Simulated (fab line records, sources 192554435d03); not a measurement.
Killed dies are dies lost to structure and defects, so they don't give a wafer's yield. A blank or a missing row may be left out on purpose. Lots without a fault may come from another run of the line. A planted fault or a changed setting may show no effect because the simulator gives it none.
One fault seen from 3 desks | flow n5_finfet | each desk has only its own numbers; what lay behind them comes last

THE DEFECT DESK
What the inspections along the route counted, lot by lot: means of the sampled wafers that have a number. A lot is out of limits, marked OUT, if its mean lies more than 4 standard deviations from the usual mean; the brackets give that distance.
Columns: A = raw_defect_count at N5_SD_EPI_N_INSPECT_11, usual 2.0
lot  | first seen here | A
L144 | day 3 05:59     | 1.7
L146 | day 3 13:58     | 2.3
L148 | day 4 02:04     | 2.7
L149 | day 4 07:53     | 3.0
L150 | day 4 13:37     | 1.7
L152 | day 5 01:57     | 1.3
L158 | day 6 17:18     | 0.3
L162 | day 7 17:46     | 3.3
L163 | day 7 21:03     | 2.0
This desk's finding: nothing out of limits on any of the 9 lots.

THE METROLOGY DESK
What the gauges read, lot by lot, whatever tool the lot ran on: means of the sampled wafers that have a number. A lot is out of limits, marked OUT, if its mean lies more than 4 standard deviations from the usual mean; the brackets give that distance. Of its 11 readings 7 are shown: those that lie furthest out on some lot.
Columns: A = DIBL_N at N5_BEOL_M4_RC_MEAS_101, usual 36.3 mV/V; B = DIBL_P at N5_BEOL_M4_RC_MEAS_101, usual 36.2 mV/V; C = IOFF_P at N5_BEOL_M4_RC_MEAS_101, usual 0.211 nA/um; D = ION_P at N5_BEOL_M4_RC_MEAS_101, usual 463 uA/um; E = SS_N at N5_BEOL_M4_RC_MEAS_101, usual 71.4 mV/dec; F = VT_N at N5_BEOL_M4_RC_MEAS_101, usual 249.3 mV; G = VT_P at N5_BEOL_M4_RC_MEAS_101, usual -250.1 mV
lot  | first seen here | A    | B    | C     | D   | E    | F     | G
L144 | day 3 09:46     | 35.3 | 34.8 | 0.186 | 458 | 71.5 | 249.3 | -252.6
L146 | day 3 17:38     | 35.3 | 35.6 | 0.199 | 460 | 71.3 | 249.8 | -250.3
L148 | day 4 05:29     | 36.7 | 37.6 | 0.200 | 463 | 71.1 | 246.8 | -252.1
L149 | day 4 12:21     | 36.1 | 36.3 | 0.170 | 452 | 71.5 | 251.8 | -256.3
L150 | day 4 17:04     | 38.2 | 36.7 | 0.221 | 466 | 71.6 | 251.9 | -250.3
L152 | day 5 05:24     | 35.5 | 36.5 | 0.214 | 462 | 70.7 | 249.2 | -250.3
L158 | day 6 20:44     | 36.3 | 35.7 | 0.232 | 469 | 71.6 | 245.9 | -246.6
L162 | day 7 21:19     | 36.1 | 35.5 | 0.216 | 465 | 70.5 | 247.6 | -249.3
L163 | day 8 01:16     | 34.8 | 33.8 | 0.179 | 458 | 70.7 | 249.1 | -253.0
This desk's finding: nothing out of limits on any of the 9 lots.

THE TOOL OWNER'S DESK: rie_diel-03
The tool's own readings at N5_SD_EPI_P_ETCHBACK_46 (etches SiNx in CH3F/O2, stops on SiO2, target depth 17.5 nm): means of the sampled wafers that have a number, for each lot that ran on this tool. A lot is out of limits, marked OUT, if its mean lies more than 4 standard deviations from the usual mean; the brackets give that distance.
Columns: A = drypump_motor_current_A at N5_SD_EPI_P_ETCHBACK_46, usual 5.8 A; B = oes_o_777_au at N5_SD_EPI_P_ETCHBACK_46, usual 0.83 a.u.; C = oes_product_au at N5_SD_EPI_P_ETCHBACK_46, usual 0.71 a.u.; D = rf_vpp_V at N5_SD_EPI_P_ETCHBACK_46, usual 298.5 V; E = showerhead_plenum_p_Torr at N5_SD_EPI_P_ETCHBACK_46, usual 2.04 Torr; F = throttle_valve_pct at N5_SD_EPI_P_ETCHBACK_46, usual 16.25 %
lot  | first seen here | A   | B    | C    | D     | E    | F
L144 | day 3 11:13     | 6.2 | 0.81 | 0.70 | 297.1 | 2.09 | 16.34
L148 | day 4 07:31     | 6.3 | 0.74 | 0.63 | 297.5 | 2.06 | 16.45
L152 | day 5 06:59     | 5.9 | 0.98 | 0.83 | 297.5 | 2.08 | 16.11
L158 | day 6 22:20     | 6.2 | 0.86 | 0.74 | 298.2 | 2.06 | 16.10
This desk's finding: nothing out of limits on any of the 4 lots.

PUT TOGETHER
The defect desk saw nothing out of limits.
The metrology desk saw nothing out of limits.
The tool owner's desk saw nothing out of limits.

WHAT THE SIMULATOR HAD PUT IN
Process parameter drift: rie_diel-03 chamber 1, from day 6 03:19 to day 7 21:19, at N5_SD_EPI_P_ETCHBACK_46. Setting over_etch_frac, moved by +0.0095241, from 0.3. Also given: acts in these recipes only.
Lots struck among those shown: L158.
